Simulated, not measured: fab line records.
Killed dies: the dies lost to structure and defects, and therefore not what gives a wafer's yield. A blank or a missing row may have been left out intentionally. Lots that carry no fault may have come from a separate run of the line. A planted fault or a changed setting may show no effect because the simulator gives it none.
Chamber matching + flow nandHarc + NHARC_A_CHANNEL_FILL_D1_ALD_25 on aldHk-04 has 4 sister chambers
The step deposits SiOx, target thk 60 nm, pulse time 10 s, ald cycles 600. 14 wafers are shown with their chamber, then 7 later ones without.

WAFERS PAIRED WITH THEIR CHAMBERS
| wafer  | chamber | heaterPowerW (W) | susceptorTempC (C) | precursorPulseHeightRel |
|--------|---------|------------------|--------------------|-------------------------|
| L074.2 | 1       | 451              | 300.02             | 0.952                   |
| L074.5 | 2       | 418              | 299.91             | 0.994                   |
| L074.6 | 3       | 449              | 300.14             | 0.975                   |
| L076.1 | 3       | 433              | 300.14             | 1.040                   |
| L076.3 | 0       | 558              | 299.98             | 0.969                   |
| L076.5 | 0       | 550              | 299.95             | 1.030                   |
| L080.4 | 0       | 544              | 299.95             | 1.004                   |
| L080.3 | 2       | 405              | 299.65             | 1.020                   |
| L080.5 | 3       | 442              | 300.02             | 0.964                   |
| L083.2 | 0       | 531              | 299.80             | 1.013                   |
| L083.3 | 3       | 451              | 300.00             | 1.017                   |
| L083.5 | 2       | 400              | 299.96             | 0.997                   |
| L090.1 | 1       | 480              | 300.39             | 1.009                   |
| L090.5 | 3       | 447              | 300.22             | 0.991                   |

SIGNATURES (means of the wafers above)
| reading                 | chamber 0 | chamber 1 | chamber 2 | chamber 3 | scatter within a chamber |
|-------------------------|-----------|-----------|-----------|-----------|--------------------------|
| heaterPowerW            | 545.75    | 465.50    | 407.67    | 444.40    | 10.9                     |
| susceptorTempC          | 299.9200  | 300.2050  | 299.8400  | 300.1040  | 0.133                    |
| precursorPulseHeightRel | 1.00400   | 0.98050   | 1.00367   | 0.99740   | 0.0281                   |
Rule: distance of a wafer from a chamber = root of the sum over the readings of ((wafer's reading minus chamber's mean) / reading's scatter) squared. The wafer belongs to the nearest chamber; if the next one is less than 2 further off, it can't be placed. How the scatter is found: for the shown wafers, subtract from each reading the mean of its chamber, square and add these, divide the total by (wafers less chambers), then take the root.

WAFERS WITH NO CHAMBER GIVEN
| wafer  | heaterPowerW (W) | susceptorTempC (C) | precursorPulseHeightRel |
|--------|------------------|--------------------|-------------------------|
| L090.6 | 537              | 300.21             | 0.999                   |
| L093.1 | 410              | 299.88             | 0.989                   |
| L093.3 | 524              | 299.97             | 0.989                   |
| L093.4 | 481              | 299.84             | 1.024                   |
| L094.4 | 495              | 299.84             | 1.004                   |
| L094.2 | 458              | 300.11             | 0.971                   |
| L094.6 | 547              | 299.97             | 0.974                   |

CHAMBER TAKEN BY EACH
| wafer  | from the rows above          | in truth |
|--------|------------------------------|----------|
| L090.6 | 0                            | 0        |
| L093.1 | 2                            | 2        |
| L093.3 | 0                            | 0        |
| L093.4 | can't be placed: 1 or 3      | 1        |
| L094.4 | can't be placed: 1 or 0 or 3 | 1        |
| L094.2 | can't be placed: 1 or 3      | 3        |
| L094.6 | 0                            | 0        |
Correctly placed: 4 of 7. Unplaceable from these rows: 3, with the true chamber sitting among the candidates in 3. Placed wrongly: 0.
